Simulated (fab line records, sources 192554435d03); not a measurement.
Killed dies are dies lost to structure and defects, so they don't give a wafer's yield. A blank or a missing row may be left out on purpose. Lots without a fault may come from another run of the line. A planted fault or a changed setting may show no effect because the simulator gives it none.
A struck lot beside a sound one | flow n5_finfet | 32 steps out of a route of 1938
Sound: wafers L890.1, L890.2, L890.4. Struck: wafer L900.1. (L900.3, L900.4 of the same lot were not struck and are left out.) The cause comes at the end.
At each step with rows: each side's tool, then ch and its chambers, then its first start. Under that, the readings that differ: sound wafers | struck wafers | difference of the means | sigmas: that difference in standard deviations of wafers without a fault.
alike: readings whose means differ by less than 2 such deviations, and words and numbers that are the same on both sides. not compared: withheld readings, readings that some wafer has no value for, bounds like >300 that may hide the same value, and numbers for which the record gives no deviation and whose values overlap.
The two part at a step that has a row with sigmas, a row that says differs or no value, or rows on one side only. Numbers that don't overlap but have no deviation are shown without sigmas and don't part them. A reading that every wafer of one side lacks parts them only if that side has two wafers or more.

first, 12 steps without rows for these wafers: N5_HKMG_FIN_DESCUM_53 (chemistry O2, time 7.9 s); N5_HKMG_FIN_ETCH_54 (etches SiARC in CF4, target depth 45.5 nm, time 75.8 s); N5_HKMG_FIN_ETCH_55 (etches SOC in N2/H2, target depth 240 nm, time 300 s); N5_HKMG_FIN_STRIP_56 (strips in N2/H2); N5_HKMG_FIN_STRIP_57 (strips in CF4); N5_HKMG_FIN_ETCH_58 (etches SOC in N2/H2, target depth 215.8 nm, time 741 s); N5_HKMG_FIN_STRIP_93 (strips SOC in N2/H2, time 20 s); N5_HKMG_FIN_WET_ETCH_76 (etches Al2O3 in dNH4OH, stops on La2O3, target depth 2.25 nm, rinse time 30 s); N5_HKMG_FIN_STRIP_60 (strips in N2/H2, time 360 s); N5_HKMG_FIN_WET_ETCH_77 (etches La2O3 in dHCl, stops on HfO2, target depth 2 nm); N5_HKMG_FIN_WET_ETCH_78 (etches Al2O3 in dNH4OH, stops on La2O3, target depth 4.5 nm, rinse time 30 s); N5_HKMG_FIN_ALD_79 (deposits TiN, target thk 1.5 nm, pulse time 1 s, purge time 3 s).
N5_HKMG_FIN_CVD_62: deposits a-Si from Si2H6, target thk 3 nm, time 20.8 s.
  sound on thermal_cvd_si-01 ch 1,2, day 4 13:11; struck on thermal_cvd_si-01 ch 2, day 6 23:26
  alike: heater_power_w
  not compared: since_wet_clean_h
then, 15 steps without rows for these wafers: N5_HKMG_FIN_RTA_80 (time 2 s); N5_HKMG_FIN_PRECLEAN_64 (cleans in dHF, time 30 s); N5_HKMG_FIN_WET_ETCH_65 (etches a-Si in TMAH, stops on TiN, time 49 s, target depth 3 nm); N5_HKMG_FIN_WET_ETCH_81 (etches TiN in SC1, stops on HfO2, time 57 s, target depth 6 nm); N5_HKMG_FIN_WET_ETCH_82 (etches La2O3 in dHCl, stops on HfO2, target depth 2 nm, rinse time 30 s); N5_HKMG_FIN_ALD_36 (deposits TiN, target thk 1 nm, pulse time 1 s, purge time 3 s); N5_HKMG_FIN_PWFM_ALD_03 (deposits TiN, target thk 2 nm, pulse time 1 s, purge time 3 s); N5_HKMG_FIN_COAT_29 (time 60 s, resist thk 300 nm); N5_HKMG_FIN_COAT_30 (time 60 s, resist thk 35 nm); N5_HKMG_FIN_COAT_06 (resist thk 90 nm); N5_HKMG_FIN_EBR_08; N5_HKMG_FIN_SOFTBAKE_07 (time 60 s); N5_HKMG_FIN_EXPOSE_09 (exposes mask NWFM); N5_HKMG_FIN_PEB_10 (peb time 60 s); N5_HKMG_FIN_DEVELOP_11 (develop time 30 s).
N5_HKMG_FIN_INSPECT_14: inspects for defects (macro).
  sound on defect_inspect-02, day 4 14:49; struck on defect_inspect-02, day 7 00:56
  reading          | sound | struck | difference | sigmas
  raw_defect_count | 3 4 4 | >300   | differs    |
then, 1 step without rows for these wafers: N5_HKMG_FIN_DESCUM_17 (chemistry O2, time 7.9 s).
-- the record jumps here: 5 days lie between the struck wafers' starts before and after (it left off in module HKMG_FIN and takes up again in module BEOL_M4, whose first step shown is number 1111 of the route) --
N5_BEOL_M4_RC_MEAS_101:
  sound on prober-02 ch 0, day 9 11:03; struck on prober-01 ch 0, day 11 23:40
  reading        | sound          | struck | difference | sigmas
  IOFF_P (nA/um) | 0.25 0.19 0.26 | 0.16   | -0.07      | -2
  VT_P (mV)      | -247 -249 -246 | -254   | -7         | -2
  alike: DIBL_N, DIBL_P, IOFF_N, ION_N, ION_P, SS_N, SS_P, VT_N
-- the record jumps here: 4 days lie between the struck wafers' starts before and after (it left off in module BEOL_M4 and takes up again in module PASSIVATION, whose first step shown is number 1936 of the route) --
N5_PASSIVATION_PROBE_49:
  the record has rows for the struck wafers here (prober-02, day 16 09:26) and none for the sound ones

WHERE THEY PART
First at N5_HKMG_FIN_INSPECT_14; last, within this record, at N5_PASSIVATION_PROBE_49.

WHY: what the simulator had put in
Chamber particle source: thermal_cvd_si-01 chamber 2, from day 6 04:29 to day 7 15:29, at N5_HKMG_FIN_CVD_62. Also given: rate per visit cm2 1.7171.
